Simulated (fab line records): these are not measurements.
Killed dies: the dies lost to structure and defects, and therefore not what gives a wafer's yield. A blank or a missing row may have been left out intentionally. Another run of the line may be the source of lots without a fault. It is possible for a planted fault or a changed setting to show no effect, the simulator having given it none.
A struck lot beside a sound one + flow nand-harc + 15 steps out of a route of 1302
Sound: these wafers, L718.1, L718.4, L718.6. Wafers L728.4, L728.5, L728.6 were the ones struck. Last of all comes the cause.
At each step with rows: each side's tool, then ch and its chambers, then its first start. Under that, the readings that differ: sound wafers + struck wafers + difference of the means + sigmas: that difference in standard deviations of wafers without a fault.
alike: a reading whose means differ by less than 2 such deviations, as well as words and numbers matching on both sides. not compared: withheld readings; readings where some wafer has no value; bounds like >300 that might hide an equal value; numbers whose values overlap and for which the record gives no deviation.
Wherever a step has rows on one side only, a row that says differs or no value, or a row with sigmas, the two part there. Numbers that have no deviation but don't overlap get no sigmas and don't part them. Lack of a reading on every wafer of one side parts them only where that side has two or more wafers.

NHARC_A_M1_CD_MEAS_09 targets a cd of 120 nm.
  sound on cd-sem-03 ch 0, day 25 12:46; struck on cd-sem-03 ch 0, day 31 01:31
  alike: cd-nm
NHARC_A_M1_OVL_MEAS_10: pitch 240 nm.
  sound on overlay-02, day 25 12:51; struck on overlay-02, day 31 01:35
| reading           | sound          | struck      | difference | sigmas |
|-------------------|----------------|-------------|------------|--------|
| overlay-y-nm (nm) | -1.1 -1.5 -0.6 | 0.7 0.1 0.1 | +1.4       | +2     |
  alike: overlay-x-nm
NHARC_A_M1_INSPECT_11:
  sound on defect-inspect-01, day 25 12:53; struck on defect-inspect-01, day 31 01:38
  alike: raw-defect-count
NHARC_A_M1_DESCUM_14: chemistry O2, time 3 s.
  sound on rie-diel-10 ch 0,2, day 25 12:57; struck on rie-diel-01 ch 2,3, day 31 01:42
  alike: drypump-motor-current-A, oes-product-au, rf-vpp-V, showerhead-plenum-p-Torr, throttle-valve-pct
  not compared: rf-hours-counter-h
NHARC_A_M1_ETCH_35: etches the open film in N2/H2, target depth 40 nm, overetch 12 nm, time 43.94 s.
  sound on rie-diel-10 ch 0,1,2, day 25 13:02; struck on rie-diel-01 ch 1,2,3, day 31 01:47
  alike: drypump-motor-current-A, oes-product-au, rf-vpp-V, showerhead-plenum-p-Torr, throttle-valve-pct
  not compared: rf-hours-counter-h
then, 1 step without rows for these wafers: NHARC_A_M1_ETCH_15 (etches the open film in C4F8/Ar, target depth 182.5 nm, time 91.2 s).
NHARC_A_M1_CD_MEAS_16:
  sound on cd-sem-01, day 25 13:15; struck on cd-sem-03, day 31 02:00
  alike: cd-nm
NHARC_A_M1_STRIP_18: strips in N2/H2.
  sound on rie-diel-12 ch 0,3, day 25 13:20; struck on rie-diel-01 ch 0,1, day 31 02:04
| reading               | sound             | struck            | difference | sigmas |
|-----------------------|-------------------|-------------------|------------|--------|
| oes-product-au (a.u.) | 0.983 0.986 0.974 | 1.010 1.018 1.005 | +0.030     | +2     |
  alike: drypump-motor-current-A, rf-vpp-V, showerhead-plenum-p-Torr, throttle-valve-pct
  not compared: rf-hours-counter-h
NHARC_A_M1_ETCH_28: etches the open film in CF4/N2, target depth 30 nm, time 72.99 s.
  sound on rie-diel-12 ch 0,2; struck on rie-diel-01 ch 1,2,3
  alike: drypump-motor-current-A, oes-product-au, rf-vpp-V, showerhead-plenum-p-Torr, throttle-valve-pct
  not compared: rf-hours-counter-h
then, 3 steps without rows for these wafers: NHARC_A_M1_STRIP_19 (strips in post etch residue remover, time 600 s); NHARC_A_M1_DEGAS_29 (time 60 s); NHARC_A_M1_PRE_CLEAN_30 (time 30 s).
NHARC_A_M1_PVD_20: deposits TaN, target thk 5 nm, time 8.06 s.
  sound on pvd-sputter-03, day 25 14:05; struck on pvd-sputter-01, day 31 02:52
| reading                | sound             | struck            | difference | sigmas      |
|------------------------|-------------------|-------------------|------------|-------------|
| cathode-dc-power-W (W) | 14997 14997 15001 | 14462 14464 14463 | -535       | -99 or more |
  alike: throttle-valve-pct
NHARC_A_M1_PVD_21: deposits Cu, target thk 30 nm, time 20.49 s.
  sound on pvd-sputter-03; struck on pvd-sputter-01
  alike: cathode-dc-power-W, throttle-valve-pct
NHARC_END_SORT_01:
  sound on prober-02 ch 0, day 27 05:47; struck on prober-01 ch 0, day 32 19:53
  alike: defect-limited-yield, killed-at-array, killed-at-other, killed-at-periphery, killed-dies, killed-open, killed-short

## WHERE THEY PART
At NHARC_A_M1_OVL_MEAS_10 first; at NHARC_A_M1_PVD_20 last (within this record only). Later steps at which nothing parts them and some readings are alike: NHARC_A_M1_PVD_21, NHARC_END_SORT_01.

WHY: what had been put in by the simulator
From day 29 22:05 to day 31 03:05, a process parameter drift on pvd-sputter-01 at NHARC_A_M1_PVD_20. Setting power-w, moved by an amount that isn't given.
